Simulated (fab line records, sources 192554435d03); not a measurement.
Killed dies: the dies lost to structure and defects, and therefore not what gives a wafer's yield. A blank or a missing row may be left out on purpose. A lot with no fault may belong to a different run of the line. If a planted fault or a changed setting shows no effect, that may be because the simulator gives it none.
Lot-split experiment    flow n5 finfet    7 lots, 21 wafers read, on a route of 1938 steps

## THE SPLIT ITSELF
At N5_BEOL_M6_ETCH_66 (etches SOC in N2/H2, target depth 80 nm, overetch 16 nm, time 120 s), the setting bias w was moved away from the recipe's 150 W on 6 of the 21 wafers read, by -14.7% to +16.3%. For the rest of the wafers, this setting stayed at what the recipe calls for.

The split's own step is where the reading is taken.

## THE READING
rf vpp V, in V, at N5_BEOL_M6_ETCH_66 (etches SOC in N2/H2, target depth 80 nm, overetch 16 nm, time 120 s). Fault-free wafers of this fab line usually give 523.7 V, standard deviation 1.8 V.

wafer   tool, chamber at the split  bias w as run, W  against the recipe  rf vpp V, V  against lot-mates on the recipe
L074.1  rie diel-05, 1              150               recipe              525.4        -
L074.5  rie diel-05, 3              174.4             +16.3%              575.8        +50.4
L074.6  rie diel-05, 2              174.4             +16.3%              576.1        +50.7
L079.2  rie diel-03, 1              150               recipe              524.8        -
L079.3  rie diel-03, 3              150               recipe              524.6        -
L079.5  rie diel-03, 3              150               recipe              524.5        -
L082.1  rie diel-03, 0              150               recipe              522.8        -
L082.2  rie diel-03, 3              132.2             -11.9%              483.7        -39.9
L082.3  rie diel-03, 1              150               recipe              524.5        -
L084.2  rie diel-03, 0              150               recipe              522.2        -
L084.3  rie diel-03, 2              150               recipe              525.9        -
L084.5  rie diel-03, 2              150               recipe              526.3        -
L086.1  rie diel-04, 1              127.9             -14.7%              471.9        -51.0
L086.2  rie diel-04, 2              150               recipe              522.8        -
L086.6  rie diel-04, 1              150               recipe              523.0        -
L091.1  rie diel-03, 3              150               recipe              526.8        -
L091.3  rie diel-03, 2              138.6             -7.6%               500.0        -26.8
L091.5  rie diel-03, 3              138.6             -7.6%               499.7        -27.1
L095.1  rie diel-04, 0              150               recipe              524.4        -
L095.2  rie diel-04, 3              150               recipe              525.8        -
L095.4  rie diel-04, 2              150               recipe              522.2        -

FIT RESULTS
A straight line over all 21 wafers: rf vpp V changes by +3.29 V for each +1% of bias w; r = +1.00; the points scatter about the line by 1.7 V.
The same after taking each lot's own level away (the mean of its wafers on the recipe; 21 wafers): +3.27 V for each +1%; r = +1.00; scatter 1.5 V.
The reading moves by 53 V for the largest change in bias w, on that fit.
The span of the lots' own levels, 522.90 to 526.80 V, comes to 2.2 times the standard deviation stated above.
So the lot-to-lot level changes the slope little: the two slopes agree.
Check: with one of the wafers moved furthest among these (+16.3%) left out of the fit, the line predicts +53.5 V for it against its lot-mates. Against them it came out at +50.4 V.
Tool readings at the split's step, against how far the setting was moved: rf vpp V r = +1.00.

## OTHER SPLITS APPLIED TO THESE WAFERS
These wafers also went through other splits before the reading. Each is held against what the fit with the lots' levels taken away leaves over:
other split on the same wafers  wafers away from the commonest value  r with rf vpp V (lot level and that fit taken away)
N5_BEOL_M4_ILD_DEP_00 time s    8                                     -0.27
N5_BEOL_M4_COAT_05 spin rpm     7                                     -0.13
N5_BEOL_M4_COAT_67 spin rpm     4                                     -0.06
N5_BEOL_M4_EXPOSE_25 dose mj    5                                     -0.14
N5_BEOL_M5_COAT_05 spin rpm     11                                    -0.02
N5_BEOL_M6_COAT_22 spin rpm     9                                     -0.08

## THE FILE'S OWN FIT
rf vpp V changes by +3.31 V for each +1% of bias w, r = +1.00.
